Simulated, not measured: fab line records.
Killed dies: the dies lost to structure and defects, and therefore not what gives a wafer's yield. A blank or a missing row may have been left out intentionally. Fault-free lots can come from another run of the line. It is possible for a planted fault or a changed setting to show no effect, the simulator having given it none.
Which tool was responsible? ; flow nandHarc ; 14 lots with 39 wafers sampled at 6 steps, on a route of 1302 steps

WHAT EACH GAUGE READ, for each wafer
NHARC_A_DECK1_JOINT_THK_MEAS_17: measures by ellipsometry.
lot;measured;on;thkNm (nm)
L680;day 12 04:05;filmMetro-02;44.4 44.5 45.2
L681;day 13 04:19;filmMetro-01;44.7 44.3 44.9
L683;day 13 12:50;filmMetro-02;44.3 46.7 45.7
L684;day 14 02:54;filmMetro-02;44.6 46.6 43.7
L686;day 14 09:28;filmMetro-02;44.9 44.1 45.1
L690;day 16 17:46;filmMetro-01;47.7 44.9 44.4
L689;day 16 17:35;filmMetro-01;47.1 46.0 44.6
L692;day 17 10:39;filmMetro-01;43.9 43.7 43.6
L694;day 18 12:05;filmMetro-02;44.5 45.6 45.9
L696;day 19 01:20;filmMetro-01;45.6 44.8
L697;day 19 06:28;filmMetro-02;43.1 45.1
L698;day 19 20:34;filmMetro-01;44.8 44.4
L701;day 21 04:17;filmMetro-01;43.6 44.7 43.2
L702;day 21 18:27;filmMetro-01;45.1 46.5 45.1

NHARC_A_DECK1_JOINT_INSPECT_05.
lot;measured;on;rawDefectCount
L680;day 12 04:07;defectInspect-02;249 275 164
L681;day 13 04:20;defectInspect-02;446 602 284
L683;day 13 12:52;defectInspect-02;146 173 236
L684;day 14 02:56;defectInspect-02;253 200 212
L686;day 14 09:30;defectInspect-01;187 148 160
L690;day 16 17:47;defectInspect-02;303 677 375
L689;day 16 17:38;defectInspect-02;228 329 311
L692;day 17 10:41;defectInspect-01;375 217 333
L694;day 18 12:07;defectInspect-02;249 458 191
L696;day 19 01:23;defectInspect-02;443 920
L697;day 19 06:31;defectInspect-02;196 238
L698;day 19 20:36;defectInspect-01;366 252
L701;day 21 04:19;defectInspect-02;363 355 339
L702;day 21 18:29;defectInspect-01;297 309 322

NHARC_A_ONON_D2_THK_MEAS_08: measures by ellipsometry.
lot;measured;on;thkNm (nm)
L680;day 12 05:49;filmMetro-02;984 984 983
L681;day 13 06:04;filmMetro-01;997 997 997
L683;day 13 14:35;filmMetro-02;1017 1017 1015
L684;day 14 04:38;filmMetro-01;1011 1010 1010
L686;day 14 11:12;filmMetro-02;1000 1001 997
L690;day 16 19:41;filmMetro-01;990 990 992
L689;day 16 19:28;filmMetro-01;1000 1000 1001
L692;day 17 12:25;filmMetro-01;999 999 998
L694;day 18 13:50;filmMetro-02;988 988 985
L696;day 19 03:05;filmMetro-02;450 992
L697;day 19 08:13;filmMetro-01;985 447
L698;day 19 22:19;filmMetro-01;1004 464
L701;day 21 06:02;filmMetro-01;1004 1006 1004
L702;day 21 20:11;filmMetro-01;994 996 994

NHARC_END_SORT_01.
lot;measured;on;killedAtArray;killedAtOther;killedAtPeriphery;killedDies;killedOpen;killedShort
L690;day 28 12:35;prober-01;35 36 37;2 2 2;3 4 3;40 42 42;8 4 4;3 1 3
L689;day 29 07:58;prober-01;64;1;5;70;5;2
L692;day 29 15:25;prober-02;20 24 22;0 1 0;3 8 6;23 33 28;3 2 6;0 3 5
L694;day 31 10:37;prober-01;93 65 73;0 1 1;4 0 7;97 66 81;5 4 4;2 1 4
L696;day 30 19:50;prober-02;669 74;0 1;8 11;677 86;4 7;2 2
L697;day 30 19:10;prober-01;42 671;1 2;4 4;47 677;4 1;2 3
L698;day 31 21:20;prober-02;54 672;1 2;1 3;56 677;3 2;3 4

EACH LOT AND THE TOOL THAT RAN IT (in order: tool; ch and the chambers of the sampled wafers; start)
lot;NHARC_A_CHANNEL_FILL_D1_ETCHBACK_08;NHARC_A_ONON_D2_DEP_06
L680;rieDiel-13 ch 0,1, day 12 04:05 or earlier;pecvdOnon-03 ch 0, day 12 05:29
L681;rieDiel-08 ch 0,1,3, day 13 04:19 or earlier;pecvdOnon-03 ch 0, day 13 05:40
L683;rieDiel-13 ch 2,3, day 13 12:50 or earlier;pecvdOnon-01 ch 0, day 13 14:11
L684;rieDiel-13 ch 0,1,2, day 14 02:54 or earlier;pecvdOnon-01 ch 0, day 14 04:14
L686;rieDiel-13 ch 0,1,3, day 14 09:28 or earlier;pecvdOnon-03 ch 0, day 14 10:41
L690;rieDiel-13 ch 0,1,2, day 16 17:46 or earlier;pecvdOnon-02 ch 0, day 16 19:14
L689;rieDiel-08 ch 0,2, day 16 17:35 or earlier;pecvdOnon-01 ch 0, day 16 19:04
L692;rieDiel-08 ch 0,1,2, day 17 10:39 or earlier;pecvdOnon-02 ch 0, day 17 11:55
L694;rieDiel-08 ch 0,1, day 18 12:05 or earlier;pecvdOnon-03 ch 0, day 18 13:26
L696;rieDiel-13 ch 0, day 19 01:20 or earlier;pecvdOnon-02 ch 0, day 19 02:42
L697;rieDiel-13 ch 0,3, day 19 06:28 or earlier;pecvdOnon-02 ch 0, day 19 07:46
L698;rieDiel-08 ch 1,2, day 19 20:34 or earlier;pecvdOnon-02 ch 0, day 19 21:51
L701;rieDiel-13 ch 0,3, day 21 04:17 or earlier;pecvdOnon-03 ch 0, day 21 05:32
L702;rieDiel-09 ch 0,3, day 21 18:27 or earlier;pecvdOnon-01 ch 0, day 21 19:44
- NHARC_A_CHANNEL_FILL_D1_ETCHBACK_08: etches the open film in C4F8, target depth 220 nm, time 110 s.
- NHARC_A_ONON_D2_DEP_06: target thk 1000 nm.

AS READ BY THE TOOLS THEMSELVES (means over the sampled wafers that have a number; for cases with no such wafer, the mark the record gives instead)
NHARC_A_CHANNEL_FILL_D1_ETCHBACK_08.
lot;tool;oesProductAu (a.u.);rfVppV (V)
L680;rieDiel-13;0.96;439.0
L681;rieDiel-08;0.92;440.5
L683;rieDiel-13;1.00;439.0
L684;rieDiel-13;0.92;438.6
L686;rieDiel-13;0.91;439.2
L690;rieDiel-13;0.99;439.0
L689;rieDiel-08;0.92;441.2
L692;rieDiel-08;0.92;441.0
L694;rieDiel-08;1.00;442.9
L696;rieDiel-13;0.99;438.9
L697;rieDiel-13;0.98;438.5
L698;rieDiel-08;0.91;443.6
L701;rieDiel-13;0.92;439.3
L702;rieDiel-09;0.92;438.3

NHARC_A_ONON_D2_DEP_06.
lot;tool;sih4FlowSccm (sccm)
L680;pecvdOnon-03;209.4
L681;pecvdOnon-03;210.1
L683;pecvdOnon-01;209.5
L684;pecvdOnon-01;209.8
L686;pecvdOnon-03;210.5
L690;pecvdOnon-02;210.1
L689;pecvdOnon-01;210.3
L692;pecvdOnon-02;209.7
L694;pecvdOnon-03;210.4
L696;pecvdOnon-02;211.1
L697;pecvdOnon-02;210.2
L698;pecvdOnon-02;209.9
L701;pecvdOnon-03;210.1
L702;pecvdOnon-01;209.7

THE ANSWER, worked out from the rows above alone
Rule: the usual values come from the lots themselves. The widest of any qualifying gaps counts: lots, ordered by their means at a reading, are off when they make up no more than a third of the lots, leave a main group of 4 or more, and stand apart from it by 3 or more times the standard deviation of that group's means. A main group whose means are all the same, to the digits that the tables above print for the reading, isn't used. Also off: a lot with no number at a reading for which 4 or more lots have one. Where the step has rows for the other lots, those lots are counted as sound. Order of review: gauges by route order, followed by the tools' own readings, for which a lot's mean as printed above is used. At the first step where some lot is off, the reading lying furthest off is the one used; lots without a number count as furthest.
Off, at NHARC_A_ONON_D2_THK_MEAS_08 on thkNm: L696, L697, L698. The main group: mean 998 nm, standard deviation 9.2.
If a tool, at a process step before that reading, ran all the lots that are off and no sound lot after the first of them, it fits. Those tools and the gauges at NHARC_A_ONON_D2_THK_MEAS_08 are tried in the same way. With no start given for some of its lots, NHARC_A_CHANNEL_FILL_D1_ETCHBACK_08 uses the hours and lot order of NHARC_A_DECK1_JOINT_THK_MEAS_17. One fits: NHARC_A_ONON_D2_DEP_06 on pecvdOnon-02. A fault onset in the window from L692 (day 17 11:55, its last sound lot) to L696 (day 19 02:42, its first lot off) fits.

WHAT HAD BEEN PUT IN BY THE SIMULATOR
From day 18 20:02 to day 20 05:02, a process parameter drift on pecvdOnon-02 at NHARC_A_ONON_D2_DEP_06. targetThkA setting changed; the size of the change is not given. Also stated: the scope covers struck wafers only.
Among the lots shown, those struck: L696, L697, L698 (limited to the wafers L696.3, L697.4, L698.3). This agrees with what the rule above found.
